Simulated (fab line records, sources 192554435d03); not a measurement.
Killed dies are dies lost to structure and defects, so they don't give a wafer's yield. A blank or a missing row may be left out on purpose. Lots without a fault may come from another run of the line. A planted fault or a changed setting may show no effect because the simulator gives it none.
fab line records | flow n5_finfet
record lots=7 wafers=18 last_day=18
route steps=1938 shown BEOL_M10@1514 PASSIVATION@1936
lots that met no fault: from a run of the same line without faults
start_h: hours from the record's first day to the start of the lot's first wafer shown | wait_h: hours since the lot's step before | " the same as in the row above | L1.1+2: a row that stands for several wafers | - no value, or no start given | * or withheld: withheld | < > ~ a bound
route shown NAME@n: a module of which the file shows steps, and the number in the route of the first | usual: mean/standard deviation of fault-free wafers | same: alike in all rows | chamber/n: place in a boat | sites: the reading at each site | _std_site: their standard deviation | _edge_site: outer sites' mean less inner sites' | radius_mm: how far each site lies from the wafer's centre | mask NAME#n: copy n | behind: the tool/chamber that last shaped the wafer | hold: why the lot was held/for how many hours/how that ended | device: the transistor (n, p or np) that didn't switch | end of line: the same wafers' tests at the end of the route | a step without rows: its recipe alone | killed: dies lost to structure and defects at the first sort, not the wafer's yield | map: a wafer's dies, x killed, . not, _ none there
set.NAME: the setting as run; set.NAME@STEP: as run at that earlier step | model.NAME: the simulator's own value behind a step, which no gauge read
lots at some steps of the route; a table a step, a row a wafer
services: from which hour (start_h, from the record's first day; less than 0 if before it) a tool's chamber was out of use, for how many hours, and why
## steps
# step N5_BEOL_M10_STRIP_77
# recipe chemistry=N2/H2 time_s=10 power_w=450 temp_c=40 pressure_mtorr=20 rf_frequency_hz=6e+07 bias_power_w=7 n2_flow_sccm=200 h2_flow_sccm=200
# usual drypump_motor_current_A=5.6/0.41 oes_product_au=0.82/0.075 rf_vpp_V=59.1/0.9 showerhead_plenum_p_Torr=2.53/0.086 throttle_valve_pct=23.56/0.21
# columns lot.wafer tool chamber start_h wait_h drypump_motor_current_A oes_product_au rf_hours_counter_h rf_vpp_V showerhead_plenum_p_Torr throttle_valve_pct
L309.1 rie_diel-01 3 - - 6.1 0.97 4 59.5 2.51 23.65
L309.2 " 0 " " 5.2 0.80 97 59.3 2.67 23.69
L309.4 " 0 " " 5.2 0.81 - 61.2 2.67 23.70
L308.1 rie_diel-04 0 - - 5.9 0.76 148 59.0 2.44 23.49
L308.2 " 1 " " 5.9 0.92 14 58.7 2.61 23.87
L308.3 " 2 " " 6.0 0.69 215 58.6 2.51 23.37
L310.5 rie_diel-06 0 - - 5.2 0.70 - 59.6 2.61 23.26
L310.6 " 3 " " 5.1 0.87 - 58.5 2.47 23.69
L313.5 rie_diel-01 0 - - 5.2 0.80 - 57.7 2.66 23.71
L313.6 " 1 " " 5.4 0.92 - 58.5 2.48 23.63
L314.2 rie_diel-01 3 - - 6.2 0.91 22 58.9 2.50 23.69
L314.6 " 1 " " 5.3 0.92 - 59.3 2.48 23.63
L328.1 rie_diel-01 0 - - 5.2 0.76 145 58.4 2.65 23.75
L328.2 " 3 " " 6.1 0.86 52 58.5 2.49 23.73
L328.4 " 1 " " 5.4 0.86 44 59.1 2.47 23.69
L329.2 rie_diel-06 2 - - 5.8 0.78 132 59.4 2.55 23.52
L329.5 " 0 " " 5.2 0.96 - 58.3 2.59 23.16
L329.6 " 3 " " 5.1 0.81 - 59.4 2.45 23.72
# step N5_BEOL_M10_OCD_MEAS_38
# usual trench_depth_nm=150/3.4
# columns lot.wafer tool chamber start_h wait_h trench_depth_nm
L309.1 ocd-02 - 234.20 - 151
L309.2 " - " " 147
L309.4 " - " " 149
L308.1 ocd-02 - 252.60 - 148
L308.2 " - " " 156
L308.3 " - " " 144
L310.5 ocd-02 - 258.77 - 144
L310.6 " - " " 149
L313.5 ocd-01 - 285.77 - 151
L313.6 " - " " 152
L314.2 ocd-01 - 286.65 - 153
L314.6 " - " " 150
L328.1 ocd-01 - 368.88 - 149
L328.2 " - " " 150
L328.4 " - " " 149
L329.2 ocd-01 - 371.86 - 156
L329.5 " - " " 156
L329.6 " - " " 146
# step N5_BEOL_M10_HM_STRIP_39
# recipe chemistry=peroxide_tin_strip material=TiN target_depth_a=250 temp_c=50 time_s=158
# step N5_BEOL_M10_SRD_40
# recipe time_s=30 temp_c=23 rinse_liquid=diw dry=ipa_marangoni
# step N5_BEOL_M10_PRECLEAN_42
# recipe chemistry=residue_remover time_s=60 temp_c=40
# step N5_BEOL_M10_SRD_43
# recipe time_s=30 temp_c=23 rinse_liquid=diw dry=ipa_marangoni
# step N5_BEOL_M10_CD_MEAS_35
# recipe target_cd_nm=70 polarity=opening
# usual cd_nm=70.4/0.83
# columns lot.wafer tool chamber start_h wait_h cd_nm
L309.1 cd_sem-02 - 234.35 0.0 69.1
L309.2 " - " " 69.6
L309.4 " - " " 70.1
L308.1 cd_sem-02 - 252.76 0.0 70.9
L308.2 " - " " 70.2
L308.3 " - " " 71.1
L310.5 cd_sem-01 - 258.94 0.0 70.2
L310.6 " - " " 72.0
L313.5 cd_sem-02 - 285.93 0.0 69.6
L313.6 " - " " 68.2
L314.2 cd_sem-03 - 286.81 0.0 69.8
L314.6 " - " " 69.6
L328.1 cd_sem-03 - 369.03 0.0 71.4
L328.2 " - " " 70.7
L328.4 " - " " 70.1
L329.2 cd_sem-02 - 372.02 0.0 70.0
L329.5 " - " " 69.6
L329.6 " - " " 70.1
# step N5_BEOL_M10_CURE_72
# recipe temp_c=370 time_s=120 ambient=DMADMS/He material=SiCOH_lowk
# usual lamp_power_pct=52.30/0.053 wafer_temp_C_max=371.8/0.71
# columns lot.wafer tool chamber start_h wait_h lamp_power_pct wafer_temp_C_max
L309.1 uv_cure-03 0 234.39 0.0 52.30 372.1
L309.2 " 0 " " 52.37 371.8
L309.4 " 0 " " 52.29 372.0
L308.1 uv_cure-01 1 252.80 0.0 52.32 371.8
L308.2 " 1 " " 52.26 371.7
L308.3 " 1 " " 52.32 371.9
L310.5 uv_cure-02 0 259.40 0.5 52.24 371.1
L310.6 " 0 " " 52.29 370.9
L313.5 uv_cure-01 2 286.29 0.4 52.33 372.0
L313.6 " 2 " " 52.35 371.8
L314.2 uv_cure-03 2 286.90 0.1 52.30 371.3
L314.6 " 2 " " 52.28 371.3
L328.1 uv_cure-03 2 369.07 0.0 52.28 371.3
L328.2 " 2 " " 52.25 371.8
L328.4 " 2 " " 52.27 371.6
L329.2 uv_cure-02 1 372.11 0.1 52.28 372.6
L329.5 " 1 " " 52.25 371.6
L329.6 " 1 " " 52.35 373.1
# step N5_BEOL_M10_DEGAS_44
# recipe ambient=vacuum temp_c=250 time_s=60
# step N5_BEOL_M10_PRE_CLEAN_45
# recipe gas=H2/He time_s=30 temp_c=250
# usual heater_power_w=329/26
# columns lot.wafer tool chamber start_h wait_h heater_power_w
L309.1 pvd_sputter-03 - 235.07 0.0 313
L309.2 " - " " 327
L309.4 " - " " 302
L308.1 pvd_sputter-02 - 253.63 0.0 330
L308.2 " - " " 345
L308.3 " - " " 325
L310.5 pvd_sputter-01 - 259.64 0.0 387
L310.6 " - " " 305
L313.5 pvd_sputter-03 - 286.50 0.0 317
L313.6 " - " " 304
L314.2 pvd_sputter-03 - 287.60 0.0 380
L314.6 " - " " 326
L328.1 pvd_sputter-02 - 369.55 0.0 329
L328.2 " - " " 317
L328.4 " - " " 345
L329.2 pvd_sputter-03 - 372.44 0.0 300
L329.5 " - " " 320
L329.6 " - " " 307
# step N5_BEOL_M10_ALD_74
# recipe material=TaN target_thk_a=20 temp_c=275 ald_precursor_family=PDMAT ald_co_reactant=NH3 pressure_torr=3 carrier_flow_sccm=1500 pulse_time_s=2 purge_time_s=3 co_reactant_purge_time_s=2 co_reactant_pulse_time_s=3 ald_cycles=40 precursor_vessel_temp_c=75 precursor_vessel_pressure_torr=26.25 precursor_vessel_carrier_sccm=1000
# usual heater_power_w=402/41 precursor_vessel_carrier_sccm=1000/3.1
# columns lot.wafer tool chamber start_h wait_h heater_power_w precursor_vessel_carrier_sccm
L309.1 ald_metal-02 1 235.15 0.1 358 1001
L309.2 " 3 " " 426 999
L309.4 " 2 " " 323 1004
L308.1 ald_metal-02 1 253.69 0.0 367 1001
L308.2 " 3 " " 448 1002
L308.3 " 2 " " 323 995
L310.5 ald_metal-04 1 260.03 0.4 425 1001
L310.6 " 0 " " 398 996
L313.5 ald_metal-02 0 286.67 0.2 369 999
L313.6 " 3 " " 448 1001
L314.2 ald_metal-02 2 287.66 0.0 336 1003
L314.6 " 0 " " 368 998
L328.1 ald_metal-03 1 369.76 0.2 484 1005
L328.2 " 3 " " 397 993
L328.4 " 2 " " 430 1004
L329.2 ald_metal-04 1 372.50 0.0 424 1003
L329.5 " 0 " " 397 1003
L329.6 " 1 " " 435 999
# step N5_BEOL_M10_SURFACE_TREAT_76
# recipe gas=Ar time_s=* ion_energy_ev=* ion_current_ma_cm2=0.5 pressure_mtorr=* ar_flow_sccm=30
# step N5_BEOL_M10_CVD_75
# recipe material=Co target_thk_a=20 temp_c=withheld precursor=CCTBA/H2 pressure_torr=30 time_s=138.9
# usual run_length_s=161.5/0.4
# columns lot.wafer tool chamber start_h wait_h run_length_s
L309.1 cvd_co-01 2 236.96 0.0 161.6
L309.2 " 1 " " 161.7
L309.4 " 2 " " 161.9
L308.1 cvd_co-02 2 254.26 0.2 160.9
L308.2 " 0 " " 161.2
L308.3 " 1 " " 161.9
L310.5 cvd_co-02 2 261.43 0.1 122.3
L310.6 " 1 " " 122.9
L313.5 cvd_co-02 0 286.99 0.1 122.5
L313.6 " 2 " " 121.7
L314.2 cvd_co-02 2 288.40 0.1 160.8
L314.6 " 1 " " 122.6
L328.1 cvd_co-01 2 370.19 0.0 161.7
L328.2 " 1 " " 161.9
L328.4 " 1 " " 161.9
L329.2 cvd_co-01 1 372.84 0.0 162.0
L329.5 " 2 " " 161.5
L329.6 " 0 " " 161.0
# step N5_BEOL_M10_SPUTTER_48
# recipe material=Cu target_thk_a=120 temp_c=-20 bias_v=60 power_w=26000 chamber_pressure_pa=0.13 time_s=2
# usual cathode_dc_power_W=26000/4.5 chamber_pressure_pa=0.13003/0.00028 throttle_valve_pct=29.7/1.1
# columns lot.wafer tool chamber start_h wait_h cathode_dc_power_W chamber_pressure_pa throttle_valve_pct
L309.1 pvd_sputter-03 - 237.17 0.2 25991 0.12974 31.1
L309.2 " - " " 26006 0.13009 29.2
L309.4 " - " " 26001 0.13032 27.3
L308.1 pvd_sputter-01 - 254.38 0.1 25994 0.13028 29.9
L308.2 " - " " 26001 0.13008 30.6
L308.3 " - " " 25999 0.12973 29.2
L310.5 pvd_sputter-02 - 261.59 0.1 26004 0.12971 29.4
L310.6 " - " " 26003 0.13045 29.1
L313.5 pvd_sputter-03 - 287.16 0.1 26001 0.12993 31.7
L313.6 " - " " 26003 0.13 29.4
L314.2 pvd_sputter-01 - 288.52 0.1 26000 0.13027 29.8
L314.6 " - " " 26009 0.13018 30.5
L328.1 pvd_sputter-03 - 370.38 0.1 25993 0.13029 30.2
L328.2 " - " " 26004 0.1302 31.4
L328.4 " - " " 25991 0.13041 27.4
L329.2 pvd_sputter-02 - 372.96 0.1 26003 0.12994 31.7
L329.5 " - " " 26002 0.13023 29.2
L329.6 " - " " 26010 0.12995 29.7
# step N5_PASSIVATION_PROBE_49
# usual defect_limited_yield=91.1/1.4 killed_at_M0_to_M3=34/9.7 killed_at_M4_up=13/5.1 killed_at_contacts=14/6.3 killed_at_front_end=40/11 killed_at_other=3.5/2.7 killed_dies=105/16 killed_open=70/12 killed_short=34/7.8 sort_bin_4_leakage=0.02/0.13 sort_bin_5_function=5.2/0.88 sort_bin_6_memory=3.3/0.7 sort_bin_8_speed=0.1/0.62 sort_n_pass=1074/17 sort_yield_pct=91.0/1.5
# same gross_dies=1180 killed_at_back_side=0
# columns lot.wafer tool chamber start_h wait_h defect_limited_yield[%] killed_at_M0_to_M3 killed_at_M4_up killed_at_contacts killed_at_front_end killed_at_other killed_dies killed_open killed_short sort_bin_4_leakage[%] sort_bin_5_function[%] sort_bin_6_memory[%] sort_bin_8_speed[%] sort_n_pass sort_yield_pct[%]
L309.1 prober-01 - 291.78 0.0 90.3 46 6 24 34 4 114 75 39 0 5.7 3.6 0 1066 90.3
L309.2 prober-01 - 291.83 0.1 91.3 41 14 23 25 0 103 72 30 0 5.6 2.9 0 1077 91.3
L309.4 prober-01 - 291.93 0.2 92.5 36 14 18 20 0 88 56 30 0 4.8 2.4 0 1092 92.5
L310.5 prober-01 - 307.85 0.2 91.8 24 14 15 40 4 97 62 32 0 5.1 3.0 0 1083 91.8
L310.6 prober-01 - 307.90 0.3 92.4 17 18 13 39 3 90 62 27 0 3.6 3.7 0 1090 92.4
L313.5 prober-01 - 336.06 0.2 91.4 45 8 18 30 0 101 68 27 0 5.5 2.3 0 1079 91.4
L314.2 prober-02 - 339.09 0.1 90.3 37 14 11 48 5 115 77 32 0 5.5 3.6 0 1065 90.3
L314.6 prober-02 - 339.29 0.3 91.9 25 13 6 50 1 95 70 24 0 4.1 3.6 0 1085 91.9
# killed by level:class
L309.1 MOL_CONTACT_COAG:geometric_particle:open=21 BEOL_M0_SAQP:geometric_particle:open=19 BEOL_M0_SAQP:geometric_particle:short=15 BEOL_M2:geometric_particle:open=7 DUMMY_GATE:geometric_particle:open=5 BEOL_M4:geometric_particle:open=5 STARTING-WAFER:geometric_particle:short=5 FIN_SAQP:geometric_particle:open=4
L309.2 MOL_CONTACT_COAG:geometric_particle:open=17 BEOL_M0_SAQP:geometric_particle:open=16 BEOL_M2:geometric_particle:open=9 BEOL_M0_SAQP:geometric_particle:short=7 MOL_CONTACT_COAG:geometric_particle:short=6 BEOL_M4:geometric_particle:open=6 FIN_SAQP:geometric_particle:short=5 BEOL_M3:geometric_particle:open=5
L309.4 MOL_CONTACT_COAG:geometric_particle:open=15 BEOL_M0_SAQP:geometric_particle:short=11 BEOL_M0_SAQP:geometric_particle:open=8 BEOL_M4:geometric_particle:open=6 DUMMY_GATE:geometric_particle:open=5 BEOL_M1:geometric_particle:open=5 FIN_SAQP:geometric_particle:short=4 FIN_SAQP:geometric_particle:open=4
L310.5 MOL_CONTACT_COAG:geometric_particle:open=10 STI_FIN_REVEAL:geometric_particle:open=9 BEOL_M4:geometric_particle:open=9 BEOL_M2:geometric_particle:open=8 STARTING-WAFER:geometric_particle:open=6 FIN_SAQP:geometric_particle:short=5 GATE_CUT:geometric_particle:short=5 MOL_CONTACT_COAG:geometric_particle:short=5
L310.6 MOL_CONTACT_COAG:geometric_particle:open=13 BEOL_M4:geometric_particle:open=12 FIN_SAQP:geometric_particle:open=9 FIN_SAQP:geometric_particle:short=8 GATE_CUT:geometric_particle:short=6 BEOL_M0_SAQP:geometric_particle:short=6 BEOL_M3:geometric_particle:open=6 STI_FIN_REVEAL:geometric_particle:open=5
L313.5 MOL_CONTACT_COAG:geometric_particle:open=17 BEOL_M0_SAQP:geometric_particle:open=9 BEOL_M3:geometric_particle:open=9 BEOL_M0_SAQP:geometric_particle:short=8 BEOL_M2:geometric_particle:open=7 BEOL_M0:geometric_particle:open=6 STI_FIN_REVEAL:geometric_particle:open=5 BEOL_M5:geometric_particle:open=5
L314.2 STI_FIN_REVEAL:geometric_particle:open=19 BEOL_M0_SAQP:geometric_particle:short=12 BEOL_M3:geometric_particle:open=9 MOL_CONTACT_COAG:geometric_particle:open=9 BEOL_M0_SAQP:geometric_particle:open=9 FIN_SAQP:geometric_particle:open=5 DUMMY_GATE:geometric_particle:open=5 BEOL_M4:geometric_particle:open=5
L314.6 STI_FIN_REVEAL:geometric_particle:open=20 FIN_SAQP:geometric_particle:short=13 BEOL_M2:geometric_particle:open=10 MOL_CONTACT_COAG:geometric_particle:open=6 BEOL_M1:geometric_particle:open=5 BEOL_M0_SAQP:geometric_particle:short=4 BEOL_M4:geometric_particle:open=4 STARTING-WAFER:geometric_particle:open=4
## services
# columns tool chamber start_h hours kind
uv_cure-01 - 216.86 22.2 pm
rie_diel-06 - 221.57 2.8 pm
uv_cure-03 - 224.65 0.2 repair
rie_diel-01 1 225.32 - clean
rie_diel-01 1 225.32 - consumable_replace:focus_ring
rie_diel-01 1 225.32 22.4 scheduled_down
rie_diel-01 1 225.32 22.4 vent_cycle
uv_cure-02 - 230.55 2.1 pm
rie_diel-06 - 256.88 0.1 repair
uv_cure-01 - 258.43 9.2 repair
ald_metal-02 - 264.15 0.7 repair
ald_metal-02 1 283.70 4.5 repair
rie_diel-01 - 284.58 0.4 repair
cvd_co-01 0 289.13 11.4 repair
uv_cure-01 - 301.40 2.1 pm
cvd_co-02 0 302.69 25.2 repair
uv_cure-01 - 320.21 6.0 pm
ald_metal-02 - 337.25 14.0 pm
ald_metal-02 0 337.25 14.0 vent_cycle
ald_metal-02 1 337.25 14.0 vent_cycle
rie_diel-01 2 337.34 4.5 repair
pvd_sputter-01 - 350.73 6.6 repair
ald_metal-02 - 352.46 28.1 pm
uv_cure-02 - 356.11 1.1 repair
## key
first_sign step=N5_BEOL_M10_CVD_75 reading=run_length_s direction=down sigmas=97 usual=* struck=*
effect none on later readings
met_at N5_BEOL_M10_CVD_75
struck_wafers L310.5,L310.6,L313.5,L313.6,L314.6
onset_between 254.26 261.43
fault kind=process_parameter_drift tool=cvd_co-02 chamber=- onset_h=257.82 steps=N5_BEOL_M10_CVD_75 channel=time_s offset=* shape=step end_h=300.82 scope=struck_wafers_only acts_in=* stated=*
